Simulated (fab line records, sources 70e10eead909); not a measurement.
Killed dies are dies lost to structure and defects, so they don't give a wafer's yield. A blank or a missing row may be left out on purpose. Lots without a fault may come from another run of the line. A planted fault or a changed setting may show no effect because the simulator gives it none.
Chamber matching | flow nand_harc | NHARC_A_STAIRCASE_DESCUM_270 on rie_diel-12: 4 sister chambers
The step chemistry O2, time 3 s. 8 wafers are shown with their chamber, then 10 later ones without.

WAFERS WITH THEIR CHAMBER
wafer  | chamber | drypump_motor_current_A (A) | showerhead_plenum_p_Torr (Torr)
L081.5 | 1       | 6.1                         | 1.86
L082.5 | 1       | 6.1                         | 1.86
L083.6 | 0       | 6.7                         | 1.79
L087.1 | 2       | 5.9                         | 1.87
L087.2 | 3       | 5.4                         | 1.87
L087.3 | 0       | 6.8                         | 1.78
L089.1 | 3       | 5.3                         | 1.87
L089.2 | 2       | 5.8                         | 1.87

WAFERS WITHOUT THEIR CHAMBER
wafer  | drypump_motor_current_A (A) | showerhead_plenum_p_Torr (Torr)
L089.3 | 6.1                         | 1.85
L091.1 | 5.4                         | 1.87
L091.3 | 5.8                         | 1.86
L091.5 | 6.1                         | 1.85
L093.1 | 5.9                         | 1.86
L093.3 | 5.4                         | 1.86
L093.5 | 6.7                         | 1.78
L096.1 | 6.7                         | 1.77
L096.2 | 5.8                         | 1.86
L096.3 | 6.1                         | 1.85

WHICH CHAMBER EACH WENT THROUGH
wafer  | from the rows above     | in truth
L089.3 | 1                       | 1
L091.1 | 3                       | 3
L091.3 | can't be placed: 2 or 1 | 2
L091.5 | 1                       | 1
L093.1 | can't be placed: 2 or 1 | 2
L093.3 | 3                       | 3
L093.5 | 0                       | 0
L096.1 | 0                       | 0
L096.2 | can't be placed: 2 or 1 | 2
L096.3 | 1                       | 1
Placed correctly: 7 of 10. Can't be placed from these rows: 3 (the true chamber is among the candidates in 3). Placed wrongly: 0.
How it was worked out, from the rows above alone: a wafer's distance from a chamber is the root of the sum, over the readings, of the square of ((its reading less the chamber's mean) divided by the reading's scatter). The wafer belongs to the nearest chamber; if the next one is less than 2 further off, it can't be placed. A chamber's mean is the mean of its shown wafers. The scatter: the root of (the sum of the squares of (reading less its chamber's mean) over the shown wafers, divided by (wafers less chambers)).
